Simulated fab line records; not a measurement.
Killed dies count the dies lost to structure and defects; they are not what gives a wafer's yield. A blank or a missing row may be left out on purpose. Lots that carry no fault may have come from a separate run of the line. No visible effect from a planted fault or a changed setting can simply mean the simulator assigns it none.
fab line records    flow nand_harc
[record] lots = 14  wafers = 42  last_day = 33
route steps=1302 shown P_CONTACT@246 P_M0@274 P_M1@298
lots with no fault: from the same line, run without faults
start_h: hours from the record's opening day to when the first of the lot's shown wafers began    wait_h: time in hours since the lot's previous step    " same as the row above    L1.1+2: a row that stands for several wafers    - no value present, or no start provided    * or withheld: withheld    < > ~ a bound
route shown NAME@n: a module of which the file shows steps, and the number in the route of the first    usual: average and standard deviation across the fault-free wafers    same: alike in all rows    chamber/n: place in a boat    sites: each site's reading    _std_site: how widely they spread, as a standard deviation    _edge_site: mean of outer sites minus mean of inner sites    radius_mm: how far each site lies from the wafer's centre    mask NAME#n: copy n    behind: the tool/chamber that last shaped the wafer    hold: why the lot was held/for how many hours/how that ended    device: transistor that didn't switch, given as n, p or np    end of line: tests of these same wafers at the route's end    a step with no rows: only its recipe    killed: not the wafer's yield, but the dies lost to structure and defects at the first sort    map: shows each die of a wafer: x if killed, . if not, _ if none is there
set.NAME: the run value of the setting; set.NAME@STEP: its run value at that earlier step    model.NAME: the simulator's own value behind a step, which no gauge read
the route's steps for a sample of lots (tables are steps, rows are wafers)
services: the hour from which a tool's chamber was out of use, counted from the record's first day as start_h (under 0 if before that day), plus the number of hours and why
[[steps]]
[step NHARC_P_CONTACT_PVD_32]
[recipe] target_thk_a = 50  chamber_pressure_pa = 5  power_w = 5000  substrate_temp_c = 200  time_s = 17.7  material = Ti
[usual] cathode_dc_power_W = 4999.9/0.89  chamber_pressure_pa = 5.001/0.01  throttle_valve_pct = 30.4/0.89
lot.wafer  tool            chamber  start_h  wait_h  cathode_dc_power_W  chamber_pressure_pa  throttle_valve_pct
L550.1     pvd_sputter-03  -        116.63   -       5000.3              4.986                30.7
L550.2     "               -        "        "       4999.7              4.985                29.8
L550.5     "               -        "        "       5000.8              5.014                28.1
L554.2     pvd_sputter-01  -        158.37   -       4999.3              4.991                30.6
L554.1     "               -        "        "       4999.9              5.009                30.2
L554.5     "               -        "        "       4999.6              5.001                30.6
L555.1     pvd_sputter-01  -        178.33   -       5000.3              4.998                30.4
L555.2     "               -        "        "       4999.8              5.025                30.7
L555.5     "               -        "        "       4999.6              4.998                30.7
L557.4     pvd_sputter-03  -        192.62   -       -                   -                    -
L557.3     "               -        "        "       -                   -                    -
L557.6     "               -        "        "       -                   -                    -
L558.4     pvd_sputter-02  -        215.22   -       -                   -                    -
L558.2     "               -        "        "       -                   -                    -
L558.6     "               -        "        "       -                   -                    -
L565.2     pvd_sputter-01  -        275.80   -       4999.9              5.020                29.9
L565.3     "               -        "        "       5001.2              5.008                30.7
L565.5     "               -        "        "       4999.9              5.004                29.8
L566.3     pvd_sputter-03  -        285.25   -       4999.2              5.001                30.8
L566.2     "               -        "        "       4999.2              5.001                30.3
L566.5     "               -        "        "       5000.4              4.995                31.8
L567.1     pvd_sputter-01  -        289.26   -       4999.4              5.012                30.7
L567.6     "               -        "        "       5000.3              4.983                29.6
L567.5     "               -        "        "       4999.3              4.997                30.8
L568.1     pvd_sputter-03  -        295.14   -       4999.1              5.000                30.7
L568.6     "               -        "        "       5000.2              4.988                28.7
L568.5     "               -        "        "       4999.5              4.998                31.9
L569.3     pvd_sputter-01  -        308.34   -       4999.1              4.986                30.0
L569.1     "               -        "        "       5001.8              5.001                30.6
L569.2     "               -        "        "       4999.8              5.000                29.9
L570.4     pvd_sputter-03  -        315.83   -       5000.2              5.012                30.4
L570.2     "               -        "        "       5000.4              5.004                31.6
L570.5     "               -        "        "       4999.8              5.001                30.5
L571.4     pvd_sputter-01  -        327.07   -       4998.7              4.982                31.1
L571.3     "               -        "        "       5001.6              5.008                29.7
L571.6     "               -        "        "       5001.1              4.984                30.0
L572.3     pvd_sputter-02  -        346.03   -       4998.7              5.018                29.9
L572.1     "               -        "        "       5000.4              4.995                31.2
L572.6     "               -        "        "       5001.5              5.015                29.8
L573.2     pvd_sputter-02  -        351.85   -       4999.9              5.000                31.1
L573.1     "               -        "        "       5000.5              5.008                31.5
L573.6     "               -        "        "       5000.0              4.996                31.2
[step NHARC_P_M0_PVD_20]
[recipe] target_thk_a = 50  bias_v = 168.6  power_w = 15000  chamber_pressure_pa = 0.12  time_s = 8.06  substrate_temp_c = 50  material = TaN
[usual] bias_v = 168.6/1.5  cathode_dc_power_W = 15000/2.6  throttle_valve_pct = 30.4/0.82
lot.wafer  tool            chamber  start_h  wait_h  bias_v  cathode_dc_power_W  throttle_valve_pct
L550.2     pvd_sputter-01  -        -        -       166.4   14999               30.3
L550.1     "               -        "        "       166.2   14997               30.7
L550.5     "               -        "        "       167.0   15000               30.1
L554.2     pvd_sputter-01  -        -        -       169.1   14999               30.3
L554.1     "               -        "        "       171.3   14999               30.5
L554.5     "               -        "        "       166.4   14998               30.6
L555.1     pvd_sputter-02  -        -        -       168.6   14999               30.5
L555.2     "               -        "        "       169.5   15001               30.5
L555.5     "               -        "        "       167.9   15004               30.6
L557.4     pvd_sputter-03  -        -        -       169.6   14998               28.5
L557.3     "               -        "        "       168.7   14998               31.7
L557.6     "               -        "        "       167.2   14997               31.7
L558.4     pvd_sputter-02  -        -        -       169.2   14998               30.8
L558.2     "               -        "        "       166.1   15003               30.0
L558.6     "               -        "        "       166.5   15004               30.7
L565.3     pvd_sputter-03  -        -        -       167.3   15000               28.4
L565.2     "               -        "        "       170.2   15001               31.8
L565.5     "               -        "        "       168.3   14998               28.0
L566.2     pvd_sputter-03  -        -        -       170.0   15000               31.8
L566.3     "               -        "        "       168.2   15000               30.8
L566.5     "               -        "        "       166.8   15001               31.7
L567.1     pvd_sputter-02  -        -        -       168.4   15003               29.3
L567.6     "               -        "        "       169.9   14997               30.9
L567.5     "               -        "        "       168.7   15004               29.8
L568.1     pvd_sputter-01  -        -        -       166.7   15003               29.9
L568.5     "               -        "        "       169.7   14997               31.0
L568.6     "               -        "        "       167.1   15001               29.8
L569.1     pvd_sputter-01  -        -        -       169.0   15002               30.7
L569.2     "               -        "        "       169.7   15001               29.7
L569.3     "               -        "        "       170.3   15000               29.7
L570.2     pvd_sputter-02  -        -        -       170.7   14998               31.2
L570.4     "               -        "        "       169.5   15000               31.6
L570.5     "               -        "        "       170.1   15001               31.0
L571.4     pvd_sputter-02  -        -        -       168.2   15003               29.8
L571.3     "               -        "        "       167.8   15002               30.9
L571.6     "               -        "        "       171.8   14996               30.1
L572.3     pvd_sputter-01  -        -        -       168.6   14996               29.9
L572.1     "               -        "        "       171.2   15001               30.7
L572.6     "               -        "        "       167.2   15000               29.7
L573.2     pvd_sputter-03  -        -        -       165.2   15000               31.8
L573.1     "               -        "        "       168.6   14999               30.9
L573.6     "               -        "        "       167.8   14997               28.2
[step NHARC_P_M0_THK_MEAS_24]
[recipe] thk_meas_gauge = xrf
[usual] thk_nm = 117.4/1.4
lot.wafer  tool           chamber  start_h  wait_h  thk_nm
L550.1     film_metro-01  -        121.36   -       119.0
L550.2     "              -        "        "       118.1
L550.5     "              -        "        "       118.5
L554.1     film_metro-01  -        163.57   -       120.1
L554.2     "              -        "        "       115.8
L554.5     "              -        "        "       118.9
L555.1     film_metro-02  -        183.12   -       116.4
L555.2     "              -        "        "       116.0
L555.5     "              -        "        "       118.6
L557.3     film_metro-01  -        197.37   -       117.4
L557.4     "              -        "        "       117.6
L557.6     "              -        "        "       117.3
L558.2     film_metro-01  -        219.97   -       115.0
L558.4     "              -        "        "       117.8
L558.6     "              -        "        "       120.3
L565.2     film_metro-01  -        284.47   -       116.8
L565.3     "              -        "        "       117.7
L565.5     "              -        "        "       117.4
L566.2     film_metro-02  -        290.02   -       119.9
L566.3     "              -        "        "       118.8
L566.5     "              -        "        "       118.4
L567.1     film_metro-02  -        294.16   -       117.3
L567.5     "              -        "        "       116.0
L567.6     "              -        "        "       117.5
L568.1     film_metro-02  -        299.97   -       119.9
L568.5     "              -        "        "       120.8
L568.6     "              -        "        "       117.8
L569.1     film_metro-01  -        313.10   -       116.6
L569.2     "              -        "        "       114.9
L569.3     "              -        "        "       116.3
L570.2     film_metro-01  -        320.59   -       116.7
L570.4     "              -        "        "       115.6
L570.5     "              -        "        "       117.9
L571.3     film_metro-01  -        331.70   -       116.0
L571.4     "              -        "        "       118.6
L571.6     "              -        "        "       116.0
L572.1     film_metro-02  -        350.82   -       117.8
L572.3     "              -        "        "       117.3
L572.6     "              -        "        "       115.8
L573.1     film_metro-01  -        356.50   -       116.1
L573.2     "              -        "        "       116.7
L573.6     "              -        "        "       115.4
[step NHARC_P_M1_DESCUM_14]
[recipe] time_s = 3  o2_flow_sccm = 200  ar_flow_sccm = 0  bias_power_w = 0  chemistry = O2
[usual] drypump_motor_current_A = 5.7/0.52  oes_product_au = 1.000/0.01  rf_vpp_V = 58.0/0.89  showerhead_plenum_p_Torr = 1.96/0.063  throttle_valve_pct = 11.311/0.01
lot.wafer  tool         chamber  start_h  wait_h  drypump_motor_current_A  oes_product_au  rf_hours_counter_h  rf_vpp_V  showerhead_plenum_p_Torr  throttle_valve_pct
L550.1     rie_diel-05  1        123.11   0.1     5.5                      0.998           4                   58.2      2.00                      11.312
L550.2     "            2        "        "       6.4                      1.019           6                   60.1      2.05                      11.309
L550.5     "            0        "        "       5.0                      0.991           -                   57.4      1.86                      11.301
L554.2     rie_diel-09  1        165.34   0.1     5.5                      0.993           0                   58.8      1.93                      11.317
L554.1     "            2        "        "       6.3                      0.992           1                   57.8      2.02                      11.323
L554.5     "            1        "        "       5.6                      0.998           -                   57.7      1.93                      11.321
L555.1     rie_diel-05  2        184.92   0.1     6.4                      1.023           12                  59.3      2.05                      11.316
L555.2     "            0        "        "       5.0                      0.998           11                  56.3      1.85                      11.317
L555.5     "            1        "        "       5.5                      1.023           -                   58.9      1.99                      11.313
L557.3     rie_diel-05  3        199.10   0.1     4.9                      0.994           12                  57.4      1.96                      11.315
L557.4     "            0        "        "       5.0                      1.000           11                  56.7      1.86                      11.303
L557.6     "            2        "        "       6.4                      1.016           -                   58.4      2.05                      11.313
L558.2     rie_diel-08  2        221.69   0.1     5.7                      1.010           7                   58.3      2.00                      11.301
L558.4     "            3        "        "       6.3                      0.988           5                   56.3      1.80                      11.310
L558.6     "            2        "        "       5.7                      1.012           -                   56.5      2.00                      11.310
L565.3     rie_diel-09  2        286.13   0.1     6.3                      0.993           7                   59.7      2.01                      11.313
L565.2     "            0        "        "       6.3                      0.999           8                   56.3      1.91                      11.306
L565.5     "            1        "        "       5.6                      1.016           -                   58.4      1.93                      11.305
L566.2     rie_diel-09  1        291.77   0.1     5.6                      1.002           8                   59.0      1.93                      11.315
L566.3     "            2        "        "       6.3                      0.995           7                   58.0      2.01                      11.317
L566.5     "            0        "        "       6.3                      1.005           -                   56.2      1.91                      11.302
L567.1     rie_diel-08  3        295.80   0.1     6.3                      0.996           26                  57.4      1.80                      11.319
L567.6     "            0        "        "       5.9                      0.990           -                   59.1      2.01                      11.303
L567.5     "            1        "        "       5.9                      0.997           -                   59.5      1.99                      11.319
L568.1     rie_diel-05  1        301.60   0.1     5.5                      1.009           6                   58.7      1.99                      11.287
L568.6     "            1        "        "       5.4                      1.019           -                   57.7      1.99                      11.316
L568.5     "            2        "        "       6.4                      1.001           -                   59.6      2.05                      11.324
L569.1     rie_diel-09  2        314.85   0.1     6.3                      1.000           9                   57.7      2.01                      11.299
L569.2     "            0        "        "       6.3                      0.994           10                  58.5      1.91                      11.313
L569.3     "            1        "        "       5.5                      0.998           10                  57.6      1.93                      11.298
L570.2     rie_diel-08  2        322.34   0.1     5.8                      1.017           30                  59.7      1.99                      11.324
L570.4     "            3        "        "       6.3                      0.993           36                  57.7      1.79                      11.315
L570.5     "            1        "        "       5.8                      1.002           -                   59.5      1.99                      11.304
L571.3     rie_diel-05  0        333.44   0.1     5.0                      0.996           6                   57.9      1.85                      11.300
L571.4     "            1        "        "       5.5                      1.011           7                   58.1      1.99                      11.299
L571.6     "            0        "        "       5.0                      0.986           -                   56.1      1.85                      11.298
L572.1     rie_diel-09  0        352.44   0.1     6.3                      0.996           2                   57.4      1.91                      11.313
L572.3     "            2        "        "       6.3                      0.994           2                   57.8      2.01                      11.315
L572.6     "            3        "        "       5.4                      0.991           -                   58.3      2.00                      11.310
L573.1     rie_diel-09  0        358.11   0.1     6.3                      1.003           2                   58.2      1.91                      11.306
L573.2     "            2        "        "       6.3                      1.006           2                   58.3      2.01                      11.310
L573.6     "            0        "        "       6.3                      1.006           -                   58.4      1.91                      11.312
[[services]]
tool            chamber  start_h  hours  kind
pvd_sputter-02  -        104.00   10.0   pm
rie_diel-05     1        107.19   12.4   repair
rie_diel-05     0        130.62   3.1    repair
rie_diel-08     -        138.10   2.1    repair
rie_diel-09     -        143.10   9.0    pm
rie_diel-09     -        158.59   0.2    repair
rie_diel-08     -        159.08   1.3    repair
pvd_sputter-03  -        180.95   10.0   pm
pvd_sputter-03  -        192.77   2.6    repair
rie_diel-08     -        194.69   9.0    pm
pvd_sputter-02  -        207.87   0.5    repair
rie_diel-09     2        224.57   11.0   repair
pvd_sputter-01  -        226.00   10.0   pm
rie_diel-05     -        229.60   9.0    pm
rie_diel-09     1        254.00   2.1    repair
rie_diel-09     2        254.46   2.9    repair
pvd_sputter-02  -        273.09   8.9    repair
pvd_sputter-02  -        282.00   10.0   pm
rie_diel-09     0        297.54   1.7    repair
pvd_sputter-03  -        298.99   0.8    repair
pvd_sputter-03  -        303.09   4.9    repair
rie_diel-05     2        318.10   5.7    repair
rie_diel-09     -        320.10   9.0    pm
pvd_sputter-03  -        333.55   8.2    repair
[[key]]
[first_sign] step = NHARC_P_CONTACT_PVD_32  reading = tool_record  direction = missing
effect none on later readings
met_at NHARC_P_CONTACT_PVD_32
struck_lots L557,L558
sort_left_out L557.3,L557.4,L557.6,L558.2,L558.4,L558.6
tester_left_out L557,L558
not_acting_at NHARC_P_M0_PVD_20,NHARC_P_M0_THK_MEAS_24,NHARC_P_M1_DESCUM_14
onset_between 116.63 192.62
[fault] kind = skipped_step_whole  tool = pvd_sputter-02,pvd_sputter-03  chamber = -  onset_h = 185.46  steps = NHARC_P_CONTACT_PVD_32  scope = struck_lots_only
// tester_left_out: of these lots the tester's yield and bins aren't shown, on N5 and GAA mostly nor the transistor test; their killed dies are dies lost to structure and defects alone, not to doping, threshold or leakage, so they don't give the yield
// sort_left_out: the simulated sort isn't trusted on such a fault, so these wafers' sort isn't shown, and their yield isn't known
